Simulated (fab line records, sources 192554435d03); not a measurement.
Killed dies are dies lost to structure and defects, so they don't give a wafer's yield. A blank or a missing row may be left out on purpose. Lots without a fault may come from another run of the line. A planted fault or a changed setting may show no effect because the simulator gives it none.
Split-lot experiment | flow n5_finfet | 7 lots, 21 wafers read, on a route of 1938 steps

THE SPLIT
At N5_WELL_APT_COAT_02 (resist thk 950 nm), the setting spin_rpm was moved away from the recipe's 1357 rpm on 10 of the 21 wafers read, by -5.1% to +9.3%. The other wafers ran this setting at the recipe's value.

The reading is taken at the split's own step.

THE READING
coat_of_WELL_APT_COAT_02.thk_nm (the simulator's own value, which no gauge read), in nm, at N5_WELL_APT_COAT_02 (resist thk 950 nm). The file gives no usual value for it. The 11 wafers here that ran the recipe average 950.2 nm, standard deviation 2.7 nm.

wafer  | tool, chamber at the split | spin_rpm as run, rpm | against the recipe | coat_of_WELL_APT_COAT_02.thk_nm, nm | against lot-mates on the recipe
L078.4 | litho_track-05, 0          | 1357                 | recipe             | 949.9                               | -
L078.5 | litho_track-05, 0          | 1357                 | recipe             | 951.8                               | -
L078.6 | litho_track-05, 0          | 1357                 | recipe             | 951.3                               | -
L080.3 | litho_track-03, 0          | 1357                 | recipe             | 948.3                               | -
L080.4 | litho_track-03, 0          | 1357                 | recipe             | 947.9                               | -
L080.5 | litho_track-03, 0          | 1357                 | recipe             | 946.2                               | -
L081.1 | litho_track-01, 0          | 1424                 | +4.9%              | 924.9                               | -23.3
L081.2 | litho_track-01, 0          | 1424                 | +4.9%              | 927                                 | -21.2
L081.5 | litho_track-01, 0          | 1357                 | recipe             | 948.2                               | -
L084.1 | litho_track-01, 0          | 1357                 | recipe             | 955                                 | -
L084.4 | litho_track-01, 0          | 1409                 | +3.8%              | 934.8                               | -20.2
L084.5 | litho_track-01, 0          | 1409                 | +3.8%              | 935.7                               | -19.3
L093.1 | litho_track-05, 0          | 1357                 | recipe             | 954.6                               | -
L093.3 | litho_track-05, 0          | 1483                 | +9.3%              | 911.6                               | -43.0
L093.6 | litho_track-05, 0          | 1483                 | +9.3%              | 911.9                               | -42.7
L096.3 | litho_track-05, 0          | 1357                 | recipe             | 948.1                               | -
L096.4 | litho_track-05, 0          | 1288                 | -5.1%              | 972.7                               | +24.6
L096.5 | litho_track-05, 0          | 1288                 | -5.1%              | 970.9                               | +22.8
L097.1 | litho_track-01, 0          | 1449                 | +6.8%              | 918.1                               | -33.2
L097.3 | litho_track-01, 0          | 1357                 | recipe             | 951.3                               | -
L097.6 | litho_track-01, 0          | 1449                 | +6.8%              | 919.7                               | -31.6

THE FIT
A straight line over all 21 wafers: coat_of_WELL_APT_COAT_02.thk_nm changes by -4.33 nm for each +1% of spin_rpm; r = -0.99; the points scatter about the line by 2.5 nm.
The same after taking each lot's own level away (the mean of its wafers on the recipe; 21 wafers): -4.67 nm for each +1%; r = -1.00; scatter 1 nm.
On that fit, the largest move of spin_rpm shifts the reading by 43 nm.
The lots' own levels span 947.47 to 955.00 nm, that is 2.8 times the standard deviation above.
So the lot-to-lot level changes the slope little: the two slopes agree.
Check: with one of the wafers moved furthest among these (+9.3%) left out of the fit, the line predicts -43.7 nm for it against its lot-mates. It came out at -43 nm against them.

THE FILE'S OWN FIT
coat_of_WELL_APT_COAT_02.thk_nm changes by -4.69 nm for each +1% of spin_rpm, r = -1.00.
